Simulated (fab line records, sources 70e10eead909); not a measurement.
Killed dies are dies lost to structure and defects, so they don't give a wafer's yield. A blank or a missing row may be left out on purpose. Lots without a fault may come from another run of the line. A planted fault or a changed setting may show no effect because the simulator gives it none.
Chamber matching | flow nand_harc | NHARC_A_WL_FILL_CMP_12 on cmp-01: 4 sister chambers
The step polishes, t overpolish 30 s, target thk 100 nm. 4 wafers are shown with their chamber, then 7 later ones without.

WAFERS WITH THEIR CHAMBER
wafer  | chamber | motor_current_A (A)
L084.1 | 3       | 13.4
L087.2 | 1       | 12.1
L088.1 | 2       | 11.7
L088.2 | 0       | 13.8

WAFERS WITHOUT THEIR CHAMBER
wafer  | motor_current_A (A)
L088.3 | 11.2
L093.2 | 13.7
L093.3 | 13.4
L093.5 | 11.3
L097.3 | 11.1
L097.4 | 13.6
L097.6 | 11.0

WHICH CHAMBER EACH WENT THROUGH
wafer  | from the rows above     | in truth
L088.3 | can't be placed: 2 or 1 | 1
L093.2 | can't be placed: 0 or 3 | 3
L093.3 | can't be placed: 3 or 0 | 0
L093.5 | can't be placed: 2 or 1 | 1
L097.3 | can't be placed: 2 or 1 | 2
L097.4 | can't be placed: 3 or 0 | 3
L097.6 | can't be placed: 2 or 1 | 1
Placed correctly: 0 of 7. Can't be placed from these rows: 7 (the true chamber is among the candidates in 7). Placed wrongly: 0.
How it was worked out, from the rows above alone: a wafer's distance from a chamber is the root of the sum, over the readings, of the square of ((its reading less the chamber's mean) divided by the reading's scatter). The wafer belongs to the nearest chamber; if the next one is less than 2 further off, it can't be placed. A chamber's mean is the mean of its shown wafers. The scatter: with one shown wafer a chamber, the root of the mean of the squares of how far each hidden wafer lies from its nearest shown one.
